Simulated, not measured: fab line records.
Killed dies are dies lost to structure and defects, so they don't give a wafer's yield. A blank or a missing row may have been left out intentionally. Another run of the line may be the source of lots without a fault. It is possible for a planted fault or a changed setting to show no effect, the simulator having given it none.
Lot-split experiment || flow n5 finfet || 21 wafers read from 7 lots, route of 1938 steps

THE SPLIT ITSELF
At N5_FIN_SAQP_FIN_ETCH_36 (etches the open film in HBr/Cl2/O2, target depth 120 nm, time 50.4 s), the setting icp w was moved away from the recipe's 800 W on 10 of the 21 wafers read, by -12.2% to +15.6%. For the rest of the wafers, this setting stayed at what the recipe calls for.

FROM THE SPLIT TO THE READING: what the file shows between them, 3 steps
- N5_FIN_SAQP_PRECLEAN_38: cleans in O3/DIW, time 45 s
- N5_FIN_SAQP_PRECLEAN_45: cleans in dHF, time 10 s
- N5_FIN_SAQP_SRD_39: time 30 s

THE READING
trench depth nm, in nm, at N5_FIN_SAQP_OCD_MEAS_76. On this fab line, fault-free wafers typically give 119.4 nm with a standard deviation of 1.5 nm.

{"wafer": "L075.2", "tool, chamber at the split": "rie si-06, 1", "icp w as run, W": 800, "against the recipe": "recipe", "trench depth nm, nm": 119.7, "against lot-mates on the recipe": "-"}
{"wafer": "L075.4", "tool, chamber at the split": "rie si-06, 3", "icp w as run, W": 800, "against the recipe": "recipe", "trench depth nm, nm": 118.4, "against lot-mates on the recipe": "-"}
{"wafer": "L075.6", "tool, chamber at the split": "rie si-06, 0", "icp w as run, W": 800, "against the recipe": "recipe", "trench depth nm, nm": 118.5, "against lot-mates on the recipe": "-"}
{"wafer": "L077.2", "tool, chamber at the split": "rie si-06, 2", "icp w as run, W": 800, "against the recipe": "recipe", "trench depth nm, nm": 121.0, "against lot-mates on the recipe": "-"}
{"wafer": "L077.3", "tool, chamber at the split": "rie si-06, 1", "icp w as run, W": 710.3, "against the recipe": "-11.2%", "trench depth nm, nm": 112.4, "against lot-mates on the recipe": -8.6}
{"wafer": "L077.6", "tool, chamber at the split": "rie si-06, 2", "icp w as run, W": 710.3, "against the recipe": "-11.2%", "trench depth nm, nm": 115.5, "against lot-mates on the recipe": -5.5}
{"wafer": "L085.3", "tool, chamber at the split": "rie si-06, 1", "icp w as run, W": 702.5, "against the recipe": "-12.2%", "trench depth nm, nm": 112.8, "against lot-mates on the recipe": -6.0}
{"wafer": "L085.4", "tool, chamber at the split": "rie si-06, 3", "icp w as run, W": 800, "against the recipe": "recipe", "trench depth nm, nm": 118.8, "against lot-mates on the recipe": "-"}
{"wafer": "L085.6", "tool, chamber at the split": "rie si-06, 0", "icp w as run, W": 702.5, "against the recipe": "-12.2%", "trench depth nm, nm": 112.9, "against lot-mates on the recipe": -5.9}
{"wafer": "L087.2", "tool, chamber at the split": "rie si-02, 3", "icp w as run, W": 800, "against the recipe": "recipe", "trench depth nm, nm": 117.6, "against lot-mates on the recipe": "-"}
{"wafer": "L087.3", "tool, chamber at the split": "rie si-02, 0", "icp w as run, W": 800, "against the recipe": "recipe", "trench depth nm, nm": 119.4, "against lot-mates on the recipe": "-"}
{"wafer": "L087.6", "tool, chamber at the split": "rie si-02, 1", "icp w as run, W": 800, "against the recipe": "recipe", "trench depth nm, nm": 118.0, "against lot-mates on the recipe": "-"}
{"wafer": "L090.2", "tool, chamber at the split": "rie si-04, 1", "icp w as run, W": 800, "against the recipe": "recipe", "trench depth nm, nm": 123.3, "against lot-mates on the recipe": "-"}
{"wafer": "L090.5", "tool, chamber at the split": "rie si-04, 3", "icp w as run, W": 708.9, "against the recipe": "-11.4%", "trench depth nm, nm": 113.1, "against lot-mates on the recipe": -10.2}
{"wafer": "L090.6", "tool, chamber at the split": "rie si-04, 1", "icp w as run, W": 708.9, "against the recipe": "-11.4%", "trench depth nm, nm": 115.4, "against lot-mates on the recipe": -7.9}
{"wafer": "L094.2", "tool, chamber at the split": "rie si-06, 1", "icp w as run, W": 800, "against the recipe": "recipe", "trench depth nm, nm": 119.1, "against lot-mates on the recipe": "-"}
{"wafer": "L094.3", "tool, chamber at the split": "rie si-06, 0", "icp w as run, W": 925.1, "against the recipe": "+15.6%", "trench depth nm, nm": 128.7, "against lot-mates on the recipe": "+9.6"}
{"wafer": "L094.6", "tool, chamber at the split": "rie si-06, 0", "icp w as run, W": 925.1, "against the recipe": "+15.6%", "trench depth nm, nm": 128.8, "against lot-mates on the recipe": "+9.7"}
{"wafer": "L096.1", "tool, chamber at the split": "rie si-06, 1", "icp w as run, W": 800, "against the recipe": "recipe", "trench depth nm, nm": 117.4, "against lot-mates on the recipe": "-"}
{"wafer": "L096.2", "tool, chamber at the split": "rie si-06, 2", "icp w as run, W": 762.6, "against the recipe": "-4.7%", "trench depth nm, nm": 117.8, "against lot-mates on the recipe": "+0.4"}
{"wafer": "L096.4", "tool, chamber at the split": "rie si-06, 3", "icp w as run, W": 762.6, "against the recipe": "-4.7%", "trench depth nm, nm": 115.6, "against lot-mates on the recipe": -1.8}

THE FIT
A straight line over all 21 wafers: trench depth nm changes by +0.539 nm for each +1% of icp w; r = +0.94; the points scatter about the line by 1.5 nm.
The same after taking each lot's own level away (the mean of its wafers on the recipe; 21 wafers): +0.615 nm for each +1%; r = +0.96; scatter 1.4 nm.
Per that fit: largest icp w move, reading shift of 9.6 nm.
Measured against the standard deviation above, the lots' own levels, which go from 117.40 to 123.30 nm, span 3.9 times it.
Hence the slope depends on the lot-to-lot level, as the two fits are not the same.
Check: for one of the wafers moved furthest among these (+15.6%), held out of the fit, the line's prediction against its lot-mates is +9.84 nm. Against them it came out at +9.6 nm.
Tool readings at the split's step, against how far the setting was moved: oes product au r = +0.89.

THE WHOLE CHAIN: every reading that the file lists as answering this split, in the file's order
{"step": "N5_FIN_SAQP_FIN_ETCH_36", "what it does": "etches the open film in HBr/Cl2/O2, target depth 120 nm, time 50.4 s", "reading": "oes product au", "change (the file's fit)": "+0.00413 a.u. for each +1% of the setting", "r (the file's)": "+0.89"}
{"step": "N5_FIN_SAQP_FIN_ETCH_36", "what it does": "etches the open film in HBr/Cl2/O2, target depth 120 nm, time 50.4 s", "reading": "etch.depth nm (the simulator's own value, which no gauge read)", "change (the file's fit)": "+0.63 nm for each +1% of the setting", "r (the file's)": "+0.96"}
{"step": "N5_FIN_SAQP_FIN_ETCH_36", "what it does": "etches the open film in HBr/Cl2/O2, target depth 120 nm, time 50.4 s", "reading": "FIN_SAQP.feature depth nm (the simulator's own value, which no gauge read)", "change (the file's fit)": "+0.63 nm for each +1% of the setting", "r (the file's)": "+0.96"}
{"step": "N5_FIN_SAQP_OCD_MEAS_76", "what it does": "", "reading": "trench depth nm", "change (the file's fit)": "+0.609 nm for each +1% of the setting", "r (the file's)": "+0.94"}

FILE'S OWN FIT
trench depth nm changes by +0.609 nm for each +1% of icp w, r = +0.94.
